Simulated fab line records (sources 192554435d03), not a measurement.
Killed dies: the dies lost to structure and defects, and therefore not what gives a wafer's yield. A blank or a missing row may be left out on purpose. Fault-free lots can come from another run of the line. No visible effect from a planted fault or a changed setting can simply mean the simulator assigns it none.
Chamber matching / flow n5-finfet / N5_BEOL_M1_DESCUM_33 on rie-diel-02 has 4 sister chambers
The step chemistry O2, time 7 s. 4 wafers are shown with their chamber, then 7 later ones without.

WAFERS, EACH WITH ITS CHAMBER
wafer=L083.2; chamber=0; throttle-valve-pct (%)=20.81
wafer=L090.4; chamber=1; throttle-valve-pct (%)=20.01
wafer=L091.1; chamber=3; throttle-valve-pct (%)=20.68
wafer=L091.4; chamber=2; throttle-valve-pct (%)=20.29

WAFERS WHOSE CHAMBER IS MISSING
wafer=L091.5; throttle-valve-pct (%)=20.27
wafer=L092.1; throttle-valve-pct (%)=20.00
wafer=L092.4; throttle-valve-pct (%)=20.28
wafer=L092.5; throttle-valve-pct (%)=20.01
wafer=L096.1; throttle-valve-pct (%)=20.03
wafer=L096.3; throttle-valve-pct (%)=20.70
wafer=L096.5; throttle-valve-pct (%)=20.71

EACH ONE'S CHAMBER
wafer=L091.5; from the rows above=2; in truth=2
wafer=L092.1; from the rows above=1; in truth=1
wafer=L092.4; from the rows above=2; in truth=2
wafer=L092.5; from the rows above=1; in truth=1
wafer=L096.1; from the rows above=1; in truth=1
wafer=L096.3; from the rows above=3; in truth=3
wafer=L096.5; from the rows above=3; in truth=3
Correct placement for 7 of the 7. Can't be placed from these rows: 0. Number placed wrongly: 0.
How it was worked out, from the rows above alone: a wafer's distance from a chamber is the root of the sum, over the readings, of the square of ((its reading less the chamber's mean) divided by the reading's scatter). The wafer belongs to the nearest chamber; if the next one is less than 2 further off, it can't be placed. The mean given for a chamber averages the wafers shown for that chamber. The scatter (one wafer shown for each chamber): square how far every hidden wafer sits from the nearest shown wafer, average those squares and take the square root.
